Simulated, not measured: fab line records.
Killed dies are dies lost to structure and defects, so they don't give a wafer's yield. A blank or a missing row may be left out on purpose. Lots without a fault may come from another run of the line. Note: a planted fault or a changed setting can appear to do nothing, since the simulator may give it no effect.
fab line records	flow n5-finfet
[record] lots = 10	wafers = 30	last-day = 21
route steps=1938 shown BEOL_M9@1447 BEOL_M10@1470
lots that met no fault: from a run of the same line without faults
start-h: start of the lot's first displayed wafer, in hours after the record's first day	wait-h: hours since the lot's step before	" as in the row above	L1.1+2: one row covering several wafers at once	- no value, or no start was given	* or withheld: withheld	< > ~ a bound
route shown NAME@n: NAME is a module with steps in the file, n the number in the route of the first one	usual: mean and standard deviation over wafers with no fault	same: alike in all rows	chamber/n: place in a boat	sites: readings site by site	_std_site: how widely they spread, as a standard deviation	_edge_site: outer sites' mean less inner sites'	radius-mm: how far each site lies from the wafer's centre	mask NAME#n: copy n	behind: the last tool/chamber to shape the wafer	hold: why the lot was held/for how many hours/how that ended	device: the n, p or np transistor that did not switch	end of line: at the end of the route, the tests of the same wafers	where a step has no rows: the recipe by itself	killed: not the wafer's yield, but the dies lost to structure and defects at the first sort	map: dies across one wafer; x = killed, . = not, _ = none there
set.NAME: the run value of the setting; set.NAME@STEP: its run value at that earlier step	model.NAME: the simulator's own value behind a step, which no gauge read
steps of the route over a sample of lots; a table a step, a row a wafer
services: from which hour (start-h, from the record's first day; less than 0 if before it) a tool's chamber was out of use, for how many hours, and why
[[steps]]
[step N5_BEOL_M9_ETCH_41]
[recipe] chemistry = CH3F/O2	target = SiCN	target-depth-a = 366	taper-deg = 2	time-s = 70.1	ion-energy-ev = 120	mask-material = TiN	pressure-mtorr = 30	source-w = 395	bias-w = 75	Ar_flow_sccm = 150	CH3F_flow_sccm = 30	O2_flow_sccm = 20
[usual] CH3F_flow_sccm = 29.99/0.086	drypump-motor-current-A = 5.7/0.38	oes-product-au = 0.82/0.082	rf-vpp-V = 297.3/1.6	showerhead-plenum-p-Torr = 2.00/0.066	throttle-valve-pct = 16.20/0.19
lot.wafer	tool	chamber	start-h	wait-h	CH3F_flow_sccm	drypump-motor-current-A	oes-product-au	rf-hours-counter-h	rf-vpp-V	showerhead-plenum-p-Torr	throttle-valve-pct
L123.1	rie-diel-03	1	-	-	30.07	5.8	0.69	245	298.4	2.04	16.85
L123.3	"	3	"	"	29.85	5.2	0.87	57	299.7	2.13	16.25
L123.6	"	2	"	"	30.07	6.2	0.84	-	298.7	2.08	16.04
L125.3	rie-diel-03	2	-	-	29.89	6.2	0.84	93	298.3	2.08	16.05
L125.5	"	3	"	"	29.97	5.2	0.85	-	299.1	2.13	16.26
L125.6	"	0	"	"	30.08	6.2	0.81	-	296.3	1.99	15.97
L129.1	rie-diel-06	0	-	-	30.18	6.2	0.77	127	297.4	2.00	16.15
L129.2	"	3	"	"	30.04	5.4	0.85	67	296.5	1.94	16.26
L129.5	"	2	"	"	29.97	5.2	0.83	-	297.5	2.05	16.04
L130.2	rie-diel-06	1	-	-	30.09	5.6	1.00	8	297.5	2.03	15.91
L130.5	"	1	"	"	29.97	5.5	1.00	-	296.6	2.03	15.88
L130.6	"	0	"	"	30.04	6.2	0.77	-	296.3	2.00	16.18
L126.2	rie-diel-06	1	-	-	30.16	5.5	0.99	9	296.8	2.03	15.88
L126.4	"	2	"	"	30.05	5.2	0.81	66	297.9	2.05	16.03
L126.6	"	3	"	"	29.91	5.4	0.83	-	294.9	1.94	16.30
L133.1	rie-diel-02	1	-	-	29.98	5.4	0.73	171	295.2	1.93	16.25
L133.2	"	3	"	"	29.78	5.9	0.71	217	298.2	2.05	16.32
L133.3	"	2	"	"	29.98	5.7	0.74	186	293.3	1.84	16.49
L134.3	rie-diel-06	0	-	-	30.10	6.2	0.75	137	297.9	1.99	16.17
L134.4	"	2	"	"	29.99	5.1	0.82	72	297.2	2.04	16.07
L134.5	"	3	"	"	29.76	5.4	0.83	-	295.7	1.94	16.29
L142.2	rie-diel-06	1	-	-	30.01	5.5	0.95	28	297.3	2.03	15.92
L142.3	"	0	"	"	29.95	6.3	0.74	152	297.8	1.99	16.20
L142.4	"	2	"	"	29.97	5.2	0.80	87	297.5	2.04	16.10
L144.2	rie-diel-02	3	-	-	30.00	5.9	0.69	244	299.4	2.04	16.38
L144.3	"	1	"	"	30.12	5.4	0.73	198	295.8	1.92	16.30
L144.4	"	0	"	"	30.17	5.8	0.88	53	297.4	1.97	16.37
L143.2	rie-diel-02	0	-	-	30.03	5.8	0.87	65	295.8	1.97	16.39
L143.3	"	2	"	"	30.05	5.6	0.71	220	292.5	1.83	16.57
L143.5	"	2	"	"	30.03	5.7	0.71	-	293.2	1.83	16.57
[step N5_BEOL_M9_STRIP_80]
[recipe] chemistry = N2/H2	time-s = 10	power-w = 450	temp-c = 40	pressure-mtorr = 20	rf-frequency-hz = 6e+07	bias-power-w = 7	n2-flow-sccm = 200	h2-flow-sccm = 200
[usual] drypump-motor-current-A = 5.7/0.38	oes-product-au = 0.82/0.082	rf-vpp-V = 59.2/0.92	showerhead-plenum-p-Torr = 2.53/0.097	throttle-valve-pct = 23.4/0.4
lot.wafer	tool	chamber	start-h	wait-h	drypump-motor-current-A	oes-product-au	rf-hours-counter-h	rf-vpp-V	showerhead-plenum-p-Torr	throttle-valve-pct
L123.1	rie-diel-03	1	-	-	5.8	0.69	245	59.1	2.58	24.3
L123.3	"	3	"	"	5.2	0.87	57	59.2	2.70	23.8
L123.6	"	2	"	"	6.2	0.85	-	59.4	2.70	23.8
L125.3	rie-diel-03	2	-	-	6.2	0.82	93	59.8	2.69	23.8
L125.5	"	3	"	"	5.2	0.85	-	60.1	2.70	23.8
L125.6	"	0	"	"	6.2	0.78	-	58.7	2.54	23.2
L129.1	rie-diel-06	0	-	-	6.2	0.77	127	60.2	2.52	23.0
L129.2	"	3	"	"	5.4	0.86	67	59.1	2.45	23.1
L129.5	"	2	"	"	5.2	0.83	-	60.7	2.58	23.3
L130.2	rie-diel-06	1	-	-	5.5	0.98	8	59.4	2.59	23.0
L130.5	"	1	"	"	5.5	0.98	-	59.3	2.59	23.0
L130.6	"	0	"	"	6.2	0.77	-	59.3	2.51	23.0
L126.2	rie-diel-06	1	-	-	5.5	0.97	9	59.7	2.59	22.9
L126.4	"	2	"	"	5.2	0.82	66	58.3	2.58	23.3
L126.6	"	3	"	"	5.4	0.85	-	58.8	2.45	23.1
L133.1	rie-diel-02	1	-	-	5.4	0.74	171	58.4	2.44	23.6
L133.2	"	3	"	"	5.9	0.72	217	60.0	2.61	23.7
L133.3	"	2	"	"	5.7	0.73	186	58.7	2.29	23.5
L134.3	rie-diel-06	0	-	-	6.2	0.76	137	58.5	2.51	23.0
L134.4	"	2	"	"	5.2	0.81	72	58.6	2.58	23.3
L134.5	"	3	"	"	5.4	0.85	-	59.2	2.44	23.1
L142.2	rie-diel-06	1	-	-	5.5	0.95	28	59.2	2.58	23.0
L142.3	"	0	"	"	6.2	0.75	152	60.1	2.51	23.0
L142.4	"	2	"	"	5.2	0.81	87	58.7	2.57	23.3
L144.2	rie-diel-02	3	-	-	5.9	0.70	244	57.8	2.60	23.8
L144.3	"	1	"	"	5.4	0.71	198	59.8	2.43	23.6
L144.4	"	0	"	"	5.8	0.88	53	58.8	2.50	24.2
L143.2	rie-diel-02	0	-	-	5.8	0.87	65	58.6	2.50	24.3
L143.3	"	2	"	"	5.7	0.70	220	59.0	2.28	23.5
L143.5	"	2	"	"	5.7	0.70	-	57.7	2.28	23.5
[step N5_BEOL_M9_RS_MEAS_57]
[recipe] thk-meas-gauge = four-point-probe	reads = Cu_of_BEOL_M9_ECD_50+Co_of_BEOL_M9_CVD_78+TaN_of_BEOL_M9_ALD_74
[usual] M9_RS = 0.148/0.0043
lot.wafer	tool	chamber	start-h	wait-h	M9_RS[ohm/sq]
L123.1	film-metro-02	-	279.57	0.1	0.146
L123.3	"	-	"	"	0.150
L123.6	"	-	"	"	0.147
L125.3	film-metro-01	-	302.11	0.1	0.148
L125.5	"	-	"	"	0.152
L125.6	"	-	"	"	0.138
L129.1	film-metro-02	-	315.56	0.1	0.152
L129.2	"	-	"	"	0.147
L129.5	"	-	"	"	0.155
L130.2	film-metro-01	-	328.10	0.1	0.142
L130.5	"	-	"	"	0.141
L130.6	"	-	"	"	0.145
L126.2	film-metro-01	-	328.76	0.1	0.143
L126.4	"	-	"	"	0.151
L126.6	"	-	"	"	0.151
L133.1	film-metro-01	-	343.01	0.1	0.153
L133.2	"	-	"	"	0.150
L133.3	"	-	"	"	0.150
L134.3	film-metro-02	-	348.37	0.1	0.150
L134.4	"	-	"	"	0.152
L134.5	"	-	"	"	0.148
L142.2	film-metro-01	-	402.93	0.1	0.140
L142.3	"	-	"	"	0.150
L142.4	"	-	"	"	0.152
L144.2	film-metro-01	-	422.96	0.1	0.147
L144.3	"	-	"	"	0.147
L144.4	"	-	"	"	0.145
L143.2	film-metro-02	-	452.10	0.1	0.147
L143.3	"	-	"	"	0.152
L143.5	"	-	"	"	0.152
[step N5_BEOL_M10_ILD_DEP_00]
[recipe] material = SiCOH_lowk	target-thk-a = 3085.1	temp-c = 300	precursor = DEMS/porogen	pressure-torr = 5	rf-w = 500	time-s = 58
[usual] heater-power-w = 331/44	showerhead-plenum-p-Torr = 5.733/0.018	showerhead-vpp-V = 1390/45	susceptor-temp-C = 300.01/0.19	throttle-valve-pct = 13.9/0.8
lot.wafer	tool	chamber	start-h	wait-h	heater-power-w	showerhead-plenum-p-Torr	showerhead-vpp-V	susceptor-temp-C	throttle-valve-pct
L123.1	pecvd-02	1	279.63	0.0	347	5.738	1484	299.89	14.3
L123.3	"	2	"	"	213	5.737	1310	300.19	12.4
L123.6	"	2	"	"	214	5.732	1292	300.02	12.6
L125.3	pecvd-04	2	302.18	0.0	325	5.745	1362	299.99	13.0
L125.5	"	1	"	"	330	5.747	1334	300.21	15.6
L125.6	"	2	"	"	328	5.740	1367	300.07	12.9
L129.1	pecvd-01	1	315.62	0.0	368	5.760	1427	300.06	14.2
L129.2	"	2	"	"	335	5.711	1402	299.95	13.1
L129.5	"	2	"	"	357	5.710	1410	300.26	13.3
L130.2	pecvd-01	2	328.16	0.0	345	5.719	1422	299.96	13.0
L130.5	"	0	"	"	361	5.720	1327	300.00	14.4
L130.6	"	2	"	"	352	5.696	1416	300.30	13.3
L126.2	pecvd-01	0	328.83	0.0	336	5.723	1350	299.99	14.5
L126.4	"	2	"	"	354	5.713	1396	299.87	13.2
L126.6	"	0	"	"	334	5.713	1339	300.23	14.5
L133.1	pecvd-01	1	343.07	0.0	356	5.756	1421	300.19	14.4
L133.2	"	2	"	"	361	5.705	1363	300.08	13.4
L133.3	"	0	"	"	371	5.722	1372	303.13	14.8
L134.3	pecvd-01	0	348.43	0.0	356	5.717	1303	303.36	14.6
L134.4	"	1	"	"	311	5.761	1450	300.04	14.4
L134.5	"	0	"	"	361	5.726	1347	303.50	14.7
L142.2	pecvd-04	1	403.00	0.0	325	5.752	1338	300.40	15.8
L142.3	"	2	"	"	276	5.742	1395	300.23	13.1
L142.4	"	2	"	"	288	5.731	1363	299.99	13.1
L144.2	pecvd-04	2	423.02	0.0	314	5.743	1356	299.91	13.1
L144.3	"	0	"	"	370	5.736	1408	299.88	13.5
L144.4	"	2	"	"	313	5.749	1355	299.81	13.2
L143.2	pecvd-02	1	452.16	0.0	324	5.752	1467	300.20	14.4
L143.3	"	0	"	"	310	5.736	1439	299.74	13.7
L143.5	"	2	"	"	198	5.746	1314	300.29	12.6
[[services]]
tool	chamber	start-h	hours	kind
rie-diel-06	1	270.24	-	clean
rie-diel-06	1	270.24	-	consumable-replace:focus-ring
rie-diel-06	1	270.24	24.8	scheduled-down
rie-diel-06	1	270.24	24.8	vent-cycle
pecvd-01	0	280.33	2.1	scheduled-down
rie-diel-03	1	291.62	-	clean
rie-diel-03	1	291.62	-	consumable-replace:focus-ring
rie-diel-03	1	291.62	13.8	scheduled-down
pecvd-01	1	309.14	5.5	scheduled-down
rie-diel-03	1	329.37	6.6	repair
rie-diel-03	1	340.94	8.2	repair
rie-diel-03	0	353.27	4.3	repair
pecvd-04	0	377.57	5.4	repair
rie-diel-02	0	384.42	8.9	repair
pecvd-02	-	400.28	6.0	pm
rie-diel-02	1	402.36	6.6	repair
rie-diel-02	2	408.53	8.2	repair
rie-diel-06	-	416.45	15.6	pm
rie-diel-03	1	423.86	10.7	repair
rie-diel-02	3	433.54	-	clean
rie-diel-02	3	433.54	-	consumable-replace:focus-ring
rie-diel-02	3	433.54	21.6	scheduled-down
rie-diel-02	3	433.54	21.6	vent-cycle
rie-diel-03	2	433.58	1.2	repair
[[key]]
[first-sign] step = N5_BEOL_M10_ILD_DEP_00	reading = susceptor-temp-C	direction = up	sigmas = 17	usual = *	struck = *
effect none on later readings
met-at N5_BEOL_M10_ILD_DEP_00
struck-lots L133,L134
struck-wafers L133.3,L134.3,L134.5
not-acting-at N5_BEOL_M9_ETCH_41,N5_BEOL_M9_STRIP_80,N5_BEOL_M9_RS_MEAS_57
onset-between 328.83 343.07
[fault] kind = process-parameter-drift	tool = pecvd-01	chamber = 0	onset-h = 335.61	steps = N5_BEOL_M10_ILD_DEP_00	channel = temp-c	offset = *	shape = step	end-h = 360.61	acts-in = *	stated = *
